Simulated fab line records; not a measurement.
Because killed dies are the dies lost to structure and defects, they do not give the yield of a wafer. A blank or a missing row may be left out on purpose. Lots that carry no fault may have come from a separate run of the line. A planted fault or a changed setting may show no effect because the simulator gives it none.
Shared-tool check + flow nand-harc + Sampled: 5 lots, 15 wafers

WHAT PROMPTED THE OPENING
At NHARC_END_SORT_01 the reading killed-at-array is flagged on 2 of 5 lots. Fault-free wafers read 25, with a standard deviation of 9.2.
Rule: flag the lot when none of its wafers has a number, or when each of its wafers that has one lies beyond 4 standard deviations from that mean. The rest of the lots are taken to be sound.

| lot  | measured     | on        | killed-at-array, wafer by wafer | flag    |
|------|--------------|-----------|---------------------------------|---------|
| L584 | day 24 00:28 | prober-01 | 672 673 675                     | FLAGGED |
| L588 | day 24 00:30 | prober-02 | 30 25 27                        |         |
| L587 | day 24 08:17 | prober-01 | 676 674 672                     | FLAGGED |
| L590 | day 24 17:45 | prober-01 | 17 16 15                        |         |
| L591 | day 25 14:29 | prober-02 | 23 20 19                        |         |
Average over the flagged lots: 674; offset from the usual +649, equal to +71 standard deviations.

TOOL THAT RAN EACH LOT
Before the reading, the record contains 4 process steps out of a 1159-step route. Every cell lists first the tool, next ch and the chambers used by the sampled wafers, and last the start.
| lot  | flag    | NHARC_A_CONTACT_ETCH_30                       | NHARC_A_CONTACT_ETCH_137             | NHARC_A_CONTACT_ETCH_138             | NHARC_A_CONTACT_ETCH_110           |
|------|---------|-----------------------------------------------|--------------------------------------|--------------------------------------|------------------------------------|
| L584 | FLAGGED | rie-diel-13 ch 0,2,3, day 21 12:12 or earlier | har-cap-etch-01 ch 0,1, day 21 12:12 | har-cap-etch-01 ch 0,1, day 21 12:19 | rie-diel-03 ch 0,3, day 21 13:28   |
| L588 |         | rie-diel-13 ch 0,1,2, day 21 19:09 or earlier | har-cap-etch-02 ch 0,1, day 21 19:09 | har-cap-etch-02 ch 0,1, day 21 19:16 | rie-diel-03 ch 0,1,3, day 21 20:19 |
| L587 | FLAGGED | rie-diel-03 ch 0,3, day 21 16:25 or earlier   | har-cap-etch-02 ch 0,1, day 21 16:25 | har-cap-etch-02 ch 0,1, day 21 16:33 | rie-diel-13 ch 0,1,3, day 21 17:39 |
| L590 |         | rie-diel-03 ch 1,2,3, day 22 10:27 or earlier | har-cap-etch-01 ch 0,1, day 22 10:27 | har-cap-etch-01 ch 0,1, day 22 10:34 | rie-diel-03 ch 1,2,3, day 22 11:40 |
| L591 |         | rie-diel-03 ch 1,2,3, day 23 00:01 or earlier | har-cap-etch-02 ch 0,1, day 23 00:01 | har-cap-etch-02 ch 0,1, day 23 00:08 | rie-diel-03 ch 0,1, day 23 01:14   |
What the steps here do:
- NHARC_A_CONTACT_ETCH_30: etches the open film in CF4/CHF3, target depth 60.5 nm, time 30.2 s.
- NHARC_A_CONTACT_ETCH_137: etches the open film in C4F8/O2/Ar, time 132 s, target depth 1287 nm.
- NHARC_A_CONTACT_ETCH_138: etches the open film in C4F8/O2/Ar, time 132 s, target depth 1289 nm.
- NHARC_A_CONTACT_ETCH_110: etches the open film in CF4/O2, target depth 50 nm, overetch 5 nm, time 27.5 s.
- NHARC_END_SORT_01

FLAGGED OVER TOTAL, TOOL BY TOOL (the gauges that took the reading come last)
| step                     | tool            | lots run | flagged | share of the flagged lots | sound lots run after its first flagged lot |
|--------------------------|-----------------|----------|---------|---------------------------|--------------------------------------------|
| NHARC_A_CONTACT_ETCH_30  | rie-diel-03     | 3        | 1       | some                      | 2 (L590,L591)                              |
| NHARC_A_CONTACT_ETCH_30  | rie-diel-13     | 2        | 1       | some                      | 1 (L588)                                   |
| NHARC_A_CONTACT_ETCH_137 | har-cap-etch-01 | 2        | 1       | some                      | 1 (L590)                                   |
| NHARC_A_CONTACT_ETCH_137 | har-cap-etch-02 | 3        | 1       | some                      | 2 (L588,L591)                              |
| NHARC_A_CONTACT_ETCH_138 | har-cap-etch-01 | 2        | 1       | some                      | 1 (L590)                                   |
| NHARC_A_CONTACT_ETCH_138 | har-cap-etch-02 | 3        | 1       | some                      | 2 (L588,L591)                              |
| NHARC_A_CONTACT_ETCH_110 | rie-diel-03     | 4        | 1       | some                      | 3 (L588,L590,L591)                         |
| NHARC_A_CONTACT_ETCH_110 | rie-diel-13     | 1        | 1       | some                      | 0                                          |
| NHARC_END_SORT_01        | prober-01       | 3        | 2       | all                       | 1 (L590)                                   |
| NHARC_END_SORT_01        | prober-02       | 2        | 0       | none                      | -                                          |
Because NHARC_A_CONTACT_ETCH_30 lacks a start for some lots, the hours and order of its lots are taken from NHARC_A_CONTACT_ETCH_137.

WHAT THE TABLE PERMITS
1 row of the table ran every flagged lot: prober-01 at NHARC_END_SORT_01.
- prober-01 at NHARC_END_SORT_01: 2 of its 3 lots flagged. After the first flagged lot (L590), sound lots still ran on it; a lasting fault on the whole tool would not permit that.
None of the table's rows ran every flagged lot and, after the first, no sound lot.

WHAT WAS PUT IN BY THE SIMULATOR
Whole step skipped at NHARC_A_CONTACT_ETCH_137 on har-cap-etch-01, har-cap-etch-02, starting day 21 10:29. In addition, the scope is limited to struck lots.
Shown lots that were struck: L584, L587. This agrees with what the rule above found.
